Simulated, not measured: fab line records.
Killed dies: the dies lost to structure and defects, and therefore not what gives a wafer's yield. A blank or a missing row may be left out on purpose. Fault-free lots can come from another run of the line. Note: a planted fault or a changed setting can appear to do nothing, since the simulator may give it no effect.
Matching of chambers :: flow n5Finfet :: 4 sister chambers for N5_FIN_SAQP_HM_OPEN_73 on rieDiel-03
The step chemistry CHF3/O2, target SiO2, stops on a-Si, target depth 12 nm, time 16.8 s. 4 wafers are shown with their chamber, then 8 later ones without.

## WAFERS, EACH WITH ITS CHAMBER
wafer: L083.2
chamber: 3
drypumpMotorCurrentA (A): 5.5

wafer: L088.5
chamber: 0
drypumpMotorCurrentA (A): 5.8

wafer: L088.6
chamber: 1
drypumpMotorCurrentA (A): 6.3

wafer: L089.3
chamber: 2
drypumpMotorCurrentA (A): 5.3

## WAFERS MISSING THEIR CHAMBER
wafer: L089.4
drypumpMotorCurrentA (A): 5.8

wafer: L089.6
drypumpMotorCurrentA (A): 6.3

wafer: L090.2
drypumpMotorCurrentA (A): 5.4

wafer: L090.4
drypumpMotorCurrentA (A): 5.8

wafer: L090.5
drypumpMotorCurrentA (A): 6.3

wafer: L094.2
drypumpMotorCurrentA (A): 5.8

wafer: L094.3
drypumpMotorCurrentA (A): 5.4

wafer: L094.5
drypumpMotorCurrentA (A): 5.5

## WHICH CHAMBER EACH WENT THROUGH
wafer: L089.4
from the rows above: 0
in truth: 0

wafer: L089.6
from the rows above: 1
in truth: 1

wafer: L090.2
from the rows above: can't be placed: 3 or 2
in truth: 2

wafer: L090.4
from the rows above: 0
in truth: 0

wafer: L090.5
from the rows above: 1
in truth: 1

wafer: L094.2
from the rows above: 0
in truth: 0

wafer: L094.3
from the rows above: can't be placed: 3 or 2
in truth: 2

wafer: L094.5
from the rows above: 3
in truth: 3
Placed correctly: 6 of 8. Not placeable from these rows: 2 (in 2, the candidates include the true chamber). Wrongly placed: 0.
How it was worked out, from the rows above alone: a wafer's distance from a chamber is the root of the sum, over the readings, of the square of ((its reading less the chamber's mean) divided by the reading's scatter). The wafer belongs to the nearest chamber; if the next one is less than 2 further off, it can't be placed. The mean given for a chamber averages the wafers shown for that chamber. The scatter: root of mean squared gap, hidden wafer to nearest shown wafer, with one shown wafer a chamber.
